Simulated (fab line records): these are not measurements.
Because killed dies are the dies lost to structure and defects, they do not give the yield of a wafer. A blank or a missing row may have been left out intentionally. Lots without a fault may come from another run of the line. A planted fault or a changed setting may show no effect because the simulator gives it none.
One fault seen from 2 desks | flow n5-finfet | only its own numbers are on each desk; what lay behind them is given at the end

## AT THE METROLOGY DESK
Means of the sampled wafers that have a number, per lot and without regard to the tool the lot ran on: this is what the gauges read. If a lot's mean is further than 4 standard deviations from the usual mean, the lot is out of limits and carries the mark OUT (the distance appears in the brackets). It has 10 readings; the 7 that lie furthest out on some lot are the ones shown.
Columns: A = DIBL_N at N5_BEOL_M4_RC_MEAS_101, usual 36.6 mV/V; B = DIBL_P at N5_BEOL_M4_RC_MEAS_101, usual 36.3 mV/V; C = IOFF_P at N5_BEOL_M4_RC_MEAS_101, usual 0.21 nA/um; D = ION_P at N5_BEOL_M4_RC_MEAS_101, usual 460 uA/um; E = SS_N at N5_BEOL_M4_RC_MEAS_101, usual 71.8 mV/dec; F = SS_P at N5_BEOL_M4_RC_MEAS_101, usual 73.3 mV/dec; G = VT_P at N5_BEOL_M4_RC_MEAS_101, usual -250 mV
lot  | first seen here | A    | B    | C    | D   | E    | F    | G
L850 | day 7 18:58     | 36.7 | 36.7 | 0.17 | 451 | 71.5 | 72.6 | -256
L858 | day 9 16:57     | 33.9 | 33.8 | 0.19 | 458 | 70.5 | 72.9 | -253
L859 | day 10 02:29    | 35.7 | 36.8 | 0.22 | 465 | 71.8 | 72.9 | -249
L860 | day 10 07:50    | 36.2 | 36.6 | 0.26 | 470 | 71.8 | 73.0 | -244
L868 | day 12 11:19    | 34.8 | 35.4 | 0.19 | 455 | 71.5 | 72.8 | -252
This desk's finding: nothing out of limits on any of the 5 lots.

## AT THE TOOL OWNER'S DESK: rie-diel-05
The tool's own readings at N5_BEOL_M0_SAQP_HM_OPEN_112 (chemistry CHF3/O2, target SiO2, stops on a-Si, target depth 12 nm, time 13.5 s): means of the sampled wafers that have a number, for each lot that ran on this tool. If a lot's mean is further than 4 standard deviations from the usual mean, the lot is out of limits and carries the mark OUT (the distance appears in the brackets).
Columns: A = drypump-motor-current-A at N5_BEOL_M0_SAQP_HM_OPEN_112, usual 5.73 A; B = oes-product-au at N5_BEOL_M0_SAQP_HM_OPEN_112, usual 0.51 a.u.; C = rf-vpp-V at N5_BEOL_M0_SAQP_HM_OPEN_112, usual 526 V; D = showerhead-plenum-p-Torr at N5_BEOL_M0_SAQP_HM_OPEN_112, usual 2.41 Torr; E = throttle-valve-pct at N5_BEOL_M0_SAQP_HM_OPEN_112, usual 18.88 %
lot  | first seen here | A    | B    | C   | D    | E
L850 | day 5 16:46     | 5.81 | 0.51 | 526 | 2.35 | 18.84
L858 | day 7 13:38     | 5.82 | 0.43 | 525 | 2.34 | 18.83
L859 | day 7 20:29     | 5.80 | 0.47 | 535 | 2.47 | 18.68
L860 | day 8 00:19     | 5.90 | 0.45 | 533 | 2.43 | 18.79
This desk's finding: nothing out of limits on any of the 4 lots.

## BROUGHT TOGETHER
Metrology desk: nothing out of limits seen.
The desk of the tool owner found nothing out of limits.

## WHAT WAS PUT IN BY THE SIMULATOR
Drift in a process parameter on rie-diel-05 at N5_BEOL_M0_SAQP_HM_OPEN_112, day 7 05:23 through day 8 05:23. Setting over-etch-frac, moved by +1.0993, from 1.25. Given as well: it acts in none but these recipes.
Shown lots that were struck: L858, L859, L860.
